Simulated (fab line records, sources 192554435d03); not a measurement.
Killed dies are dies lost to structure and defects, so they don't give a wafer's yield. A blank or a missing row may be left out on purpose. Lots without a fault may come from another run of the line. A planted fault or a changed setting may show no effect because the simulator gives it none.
Which tool did it? | flow n5_finfet | 24 lots, 72 wafers sampled, at 5 steps of a route of 1938

WHAT THE GAUGES READ, wafer by wafer
N5_MOL_CONTACT_COAG_OVL_MEAS_85.
lot  | measured     | on         | VG_OVL (nm)
L074 | day 5 11:20  | overlay-02 | -0.8 0.5 0.5
L075 | day 5 11:56  | overlay-01 | 0.2 0.0 1.0
L076 | day 5 15:19  | overlay-01 | 0.8 1.4 0.0
L078 | day 6 02:24  | overlay-02 | -0.7 -1.0 -1.8
L077 | day 6 06:25  | overlay-02 | 1.8 0.2 0.5
L079 | day 6 13:02  | overlay-01 | -0.9 -1.4 -1.2
L080 | day 6 16:23  | overlay-02 | -1.2 -0.7 -1.5
L081 | day 6 23:23  | overlay-01 | 0.2 1.3 -0.4
L082 | day 7 03:18  | overlay-01 | -0.1 -0.1 -0.6
L083 | day 7 05:07  | overlay-02 | -0.7 -0.4 -0.8
L084 | day 7 16:43  | overlay-01 | 0.7 -0.7 -0.2
L085 | day 7 21:47  | overlay-01 | 0.1 -0.1 0.8
L086 | day 8 04:57  | overlay-01 | 0.1 0.3 0.1
L087 | day 8 08:21  | overlay-01 | 0.0 0.7 0.1
L088 | day 8 18:16  | overlay-01 | 0.3 0.7 -0.3
L089 | day 8 20:36  | overlay-02 | 0.5 0.8 0.3
L090 | day 9 07:04  | overlay-01 | 0.1 1.0 1.4
L091 | day 9 09:34  | overlay-02 | -0.2 -0.6 -1.1
L092 | day 9 20:58  | overlay-01 | 0.4 1.0 -0.3
L093 | day 10 03:59 | overlay-02 | 2.0 2.8 2.2
L094 | day 10 04:35 | overlay-01 | -0.2 -1.0 0.3
L095 | day 10 17:39 | overlay-01 | 0.3 -0.8 -0.8
L096 | day 10 18:09 | overlay-02 | 0.1 0.3 -0.7
L097 | day 10 23:11 | overlay-02 | -0.9 -0.8 -0.5

N5_MOL_CONTACT_COAG_CD_MEAS_137: target cd 16 nm.
lot  | measured     | on        | cd_nm (nm)
L074 | day 5 12:27  | cd_sem-01 | 15.7 15.7 16.1
L075 | day 5 12:50  | cd_sem-03 | 15.4 16.2 15.7
L076 | day 5 16:13  | cd_sem-03 | 16.0 15.9 15.8
L078 | day 6 03:19  | cd_sem-01 | 15.1 15.3 15.3
L077 | day 6 07:33  | cd_sem-03 | 16.3 15.9 15.7
L079 | day 6 14:12  | cd_sem-02 | 16.3 16.0 15.4
L080 | day 6 17:19  | cd_sem-03 | 15.1 15.0 15.2
L081 | day 7 00:36  | cd_sem-02 | 16.0 16.7 16.3
L082 | day 7 04:31  | cd_sem-03 | 16.1 15.7 16.0
L083 | day 7 06:07  | cd_sem-02 | 15.4 15.4 15.3
L084 | day 7 18:20  | cd_sem-02 | 15.7 16.3 15.7
L085 | day 7 22:59  | cd_sem-03 | 15.8 15.8 16.0
L086 | day 8 05:52  | cd_sem-02 | 15.7 16.0 16.6
L087 | day 8 09:28  | cd_sem-01 | 16.0 15.9 15.7
L088 | day 8 20:14  | cd_sem-01 | 16.1 16.1 15.5
L089 | day 8 21:33  | cd_sem-02 | 15.2 15.7 15.7
L090 | day 9 08:11  | cd_sem-03 | 15.7 16.1 15.9
L091 | day 9 10:41  | cd_sem-03 | 15.8 15.7 15.5
L092 | day 9 22:17  | cd_sem-02 | 16.3 15.9 16.2
L093 | day 10 05:05 | cd_sem-02 | 16.0 15.8 16.1
L094 | day 10 05:29 | cd_sem-02 | 15.6 15.7 15.5
L095 | day 10 18:32 | cd_sem-03 | 16.1 15.7 16.1
L096 | day 10 19:25 | cd_sem-03 | 15.7 15.8 15.9
L097 | day 11 00:24 | cd_sem-03 | 15.9 16.0 15.4

N5_MOL_CONTACT_COAG_CD_MEAS_101: target cd 16 nm.
lot  | measured     | on        | cd_nm (nm)
L074 | day 5 13:54  | cd_sem-03 | 15.9 15.4 15.3
L075 | day 5 14:35  | cd_sem-02 | 15.4 15.9 15.5
L076 | day 5 17:55  | cd_sem-01 | 16.1 16.4 15.3
L078 | day 6 04:42  | cd_sem-03 | 15.4 15.9 15.9
L077 | day 6 08:52  | cd_sem-02 | 16.3 15.7 16.4
L079 | day 6 15:35  | cd_sem-02 | 16.4 16.0 15.5
L080 | day 6 18:49  | cd_sem-01 | 16.7 16.2 15.4
L081 | day 7 02:04  | cd_sem-03 | 16.7 16.1 16.3
L082 | day 7 05:57  | cd_sem-02 | 16.0 15.6 15.5
L083 | day 7 08:10  | cd_sem-01 | 16.0 16.2 16.6
L084 | day 7 19:37  | cd_sem-03 | 16.1 15.8 16.3
L085 | day 8 01:37  | cd_sem-01 | 16.5 16.6 15.9
L086 | day 8 07:21  | cd_sem-03 | 16.2 16.9 16.3
L087 | day 8 10:59  | cd_sem-02 | 16.3 16.3 17.2
L088 | day 8 21:50  | cd_sem-03 | 15.8 15.8 16.6
L089 | day 8 23:48  | cd_sem-02 | 15.3 15.5 15.8
L090 | day 9 09:29  | cd_sem-03 | 15.8 16.1 15.6
L091 | day 9 12:50  | cd_sem-02 | 16.1 15.9 16.1
L092 | day 10 00:08 | cd_sem-02 | 16.1 15.9 15.7
L093 | day 10 06:46 | cd_sem-03 | 15.9 16.4 15.6
L094 | day 10 06:56 | cd_sem-02 | 16.5 16.3 16.5
L095 | day 10 19:49 | cd_sem-03 | 15.6 16.0 15.7
L096 | day 10 20:46 | cd_sem-03 | 16.3 16.2 16.0
L097 | day 11 01:44 | cd_sem-01 | 15.4 16.1 15.8

N5_MOL_CONTACT_COAG_INSPECT_97: inspects for defects (darkfield).
lot  | measured     | on                | raw_defect_count
L074 | day 5 17:43  | defect_inspect-02 | 34 49 23
L075 | day 5 20:42  | defect_inspect-02 | 46 22 47
L076 | day 5 23:43  | defect_inspect-02 | 47 48 62
L078 | day 6 08:32  | defect_inspect-01 | 36 39 20
L077 | day 6 12:50  | defect_inspect-01 | 64 44 70
L079 | day 6 19:25  | defect_inspect-01 | 26 54 38
L080 | day 6 22:39  | defect_inspect-01 | 31 36 49
L081 | day 7 05:53  | defect_inspect-02 | 33 32 42
L082 | day 7 09:46  | defect_inspect-01 | 43 34 67
L083 | day 7 12:44  | defect_inspect-01 | 55 30 28
L084 | day 7 23:26  | defect_inspect-01 | 16 52 26
L085 | day 8 05:25  | defect_inspect-02 | 25 25 31
L086 | day 8 11:09  | defect_inspect-01 | 36 20 55
L087 | day 8 14:47  | defect_inspect-02 | 34 43 56
L088 | day 9 01:38  | defect_inspect-01 | 45 41 67
L089 | day 9 04:38  | defect_inspect-02 | 55 46 65
L090 | day 9 13:22  | defect_inspect-02 | 21 43 30
L091 | day 9 16:38  | defect_inspect-01 | 32 59 21
L092 | day 10 03:57 | defect_inspect-02 | 57 81 84
L093 | day 10 10:36 | defect_inspect-02 | 49 36 47
L094 | day 10 13:34 | defect_inspect-02 | 26 30 39
L095 | day 10 23:37 | defect_inspect-02 | 33 60 55
L096 | day 11 02:37 | defect_inspect-01 | 57 34 43
L097 | day 11 05:38 | defect_inspect-02 | 44 52 67

WHICH TOOL RAN EACH LOT (tool, then ch and the chambers of the sampled wafers, then the start)
lot  | N5_MOL_CONTACT_COAG_ETCH_48
L074 | rie_diel-03 ch 0,1, day 5 13:37
L075 | rie_diel-05 ch 0,1,3, day 5 14:19
L076 | rie_diel-03 ch 0,1,3, day 5 17:38
L078 | rie_diel-03 ch 0,1,3, day 6 04:25
L077 | rie_diel-05 ch 0,3, day 6 08:34
L079 | rie_diel-03 ch 0,3, day 6 15:19
L080 | rie_diel-04 ch 1,2,3, day 6 18:32
L081 | rie_diel-04 ch 1,2, day 7 01:46
L082 | rie_diel-05 ch 0,3, day 7 05:40
L083 | rie_diel-04 ch 0,2, day 7 07:53
L084 | rie_diel-04 ch 0,1,2, day 7 19:20
L085 | rie_diel-03 ch 0,1,2, day 8 01:19
L086 | rie_diel-03 ch 0,2,3, day 8 07:04
L087 | rie_diel-05 ch 1,2, day 8 10:42
L088 | rie_diel-03 ch 0,2,3, day 8 21:34
L089 | rie_diel-05 ch 0,1,2, day 8 23:31
L090 | rie_diel-05 ch 1,3, day 9 09:11
L091 | rie_diel-05 ch 0,1,2, day 9 12:34
L092 | rie_diel-04 ch 0,1,3, day 9 23:52
L093 | rie_diel-04 ch 0,3, day 10 06:29
L094 | rie_diel-03 ch 0,2, day 10 06:39
L095 | rie_diel-04 ch 0,2,3, day 10 19:31
L096 | rie_diel-05 ch 0,1,3, day 10 20:29
L097 | rie_diel-04 ch 1,2,3, day 11 01:28
- N5_MOL_CONTACT_COAG_ETCH_48: etches SiOC in C4F6/O2, target depth 15 nm, overetch 4.5 nm, time 17 s.

WHAT THE TOOLS THEMSELVES READ (means of the sampled wafers that have a number; where no wafer has one, the mark that the record gives instead)
N5_MOL_CONTACT_COAG_ETCH_48.
lot  | tool        | O2_flow_sccm (sccm) | drypump_motor_current_A (A) | oes_product_au (a.u.) | rf_vpp_V (V) | showerhead_plenum_p_Torr (Torr) | throttle_valve_pct (%)
L074 | rie_diel-03 | 10.01               | 6.0                         | 0.65                  | 1562         | 2.87                            | 41.1
L075 | rie_diel-05 | 10.00               | 5.2                         | 0.67                  | 1557         | 2.76                            | 40.4
L076 | rie_diel-03 | 9.99                | 5.7                         | 0.63                  | 1577         | 2.77                            | 41.0
L078 | rie_diel-03 | 9.97                | 5.7                         | 0.62                  | 1576         | 2.77                            | 41.0
L077 | rie_diel-05 | 9.98                | 5.0                         | 0.64                  | 1564         | 2.75                            | 40.3
L079 | rie_diel-03 | 9.97                | 5.4                         | 0.69                  | 1587         | 2.72                            | 40.8
L080 | rie_diel-04 | 9.99                | 5.9                         | 0.64                  | 1585         | 2.83                            | 40.5
L081 | rie_diel-04 | 9.97                | 6.0                         | 0.67                  | 1613         | 2.93                            | 39.9
L082 | rie_diel-05 | 10.00               | 4.9                         | 0.66                  | 1559         | 2.75                            | 40.3
L083 | rie_diel-04 | 9.99                | 6.0                         | 0.62                  | 1618         | 2.88                            | 40.4
L084 | rie_diel-04 | 9.96                | 6.1                         | 0.68                  | 1611         | 2.94                            | 40.2
L085 | rie_diel-03 | 10.00               | 5.5                         | 0.67                  | 1582         | 2.81                            | 40.8
L086 | rie_diel-03 | 10.00               | 5.2                         | 0.70                  | 1596         | 2.72                            | 40.7
L087 | rie_diel-05 | 10.04               | 5.9                         | 0.69                  | 1574         | 2.79                            | 40.7
L088 | rie_diel-03 | 10.01               | 5.2                         | 0.69                  | 1596         | 2.72                            | 40.7
L089 | rie_diel-05 | 9.98                | 5.7                         | 0.68                  | 1581         | 2.78                            | 40.5
L090 | rie_diel-05 | 10.00               | 5.1                         | 0.66                  | 1551         | 2.75                            | 40.5
L091 | rie_diel-05 | 10.03               | 5.7                         | 0.65                  | 1582         | 2.78                            | 40.5
L092 | rie_diel-04 | 10.04               | 6.2                         | 0.71                  | 1583         | 2.99                            | 40.3
L093 | rie_diel-04 | 9.98                | 6.3                         | 0.65                  | 1580         | 2.99                            | 40.6
L094 | rie_diel-03 | 10.02               | 5.1                         | 0.71                  | 1592         | 2.76                            | 40.6
L095 | rie_diel-04 | 10.01               | 6.1                         | 0.73                  | 1590         | 2.93                            | 40.5
L096 | rie_diel-05 | 10.02               | 5.2                         | 0.65                  | 1556         | 2.74                            | 40.4
L097 | rie_diel-04 | 10.00               | 6.0                         | 0.74                  | 1592         | 2.93                            | 40.3

THE ANSWER, worked out from the rows above alone
Rule: what is usual is taken from the lots themselves. Put in order of their means at a reading, lots are off if they are a third of the lots or fewer, leave a main group of 4 or more, and stand apart from it by a gap of 3 or more times the standard deviation of the main group's means; of several such gaps the widest counts. A main group whose means are all the same, to the digits that the tables above print for the reading, isn't used. A lot without any number at a reading at which 4 lots or more have one is off too. The other lots that the step has rows for count as sound. The gauges are gone through in route order, then the tools' own readings, and for those a lot's mean is taken as printed above. The first step at which some lot is off is used, and at that step the reading that is off furthest; a lot without a number counts as furthest.
No lot is off at any reading shown: from this, nothing can be told.

WHAT THE SIMULATOR HAD PUT IN
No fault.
